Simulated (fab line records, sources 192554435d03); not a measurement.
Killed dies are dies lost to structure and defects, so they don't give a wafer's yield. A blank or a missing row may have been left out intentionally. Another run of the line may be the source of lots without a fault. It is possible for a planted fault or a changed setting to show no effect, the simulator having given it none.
Chamber matching    flow n5_finfet    4 sister chambers for N5_HKMG_FIN_STRIP_92 on rie_diel-04
The step strips SOC in N2/H2, time 20 s. 8 wafers are shown with their chamber, then 8 later ones without.

== WAFERS, EACH WITH ITS CHAMBER ==
wafer   chamber  showerhead_plenum_p_Torr (Torr)  throttle_valve_pct (%)
L083.2  0        3.36                             18.3
L083.4  1        3.33                             19.4
L087.5  2        3.31                             19.2
L087.6  3        3.47                             19.7
L085.1  2        3.31                             19.2
L085.3  0        3.36                             18.2
L085.4  1        3.32                             19.4
L086.2  3        3.47                             19.7

== WAFERS WITHOUT THEIR CHAMBER ==
wafer   showerhead_plenum_p_Torr (Torr)  throttle_valve_pct (%)
L086.4  3.32                             19.4
L086.6  3.36                             18.2
L093.1  3.31                             19.2
L093.3  3.35                             18.3
L093.4  3.32                             19.4
L096.4  3.31                             19.4
L096.5  3.35                             18.3
L096.6  3.46                             19.7

== CHAMBER TAKEN BY EACH ==
wafer   from the rows above      in truth
L086.4  1                        1
L086.6  0                        0
L093.1  2                        2
L093.3  0                        0
L093.4  1                        1
L096.4  can't be placed: 1 or 2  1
L096.5  0                        0
L096.6  3                        3
7 of 8 placed correctly. Not placeable from these rows: 1 (in 1, the candidates include the true chamber). Placed wrongly: 0.
How it was worked out, from the rows above alone: a wafer's distance from a chamber is the root of the sum, over the readings, of the square of ((its reading less the chamber's mean) divided by the reading's scatter). The wafer belongs to the nearest chamber; if the next one is less than 2 further off, it can't be placed. A chamber's mean is the mean of its shown wafers. The scatter: the root of (the sum of the squares of (reading less its chamber's mean) over the shown wafers, divided by (wafers less chambers)).
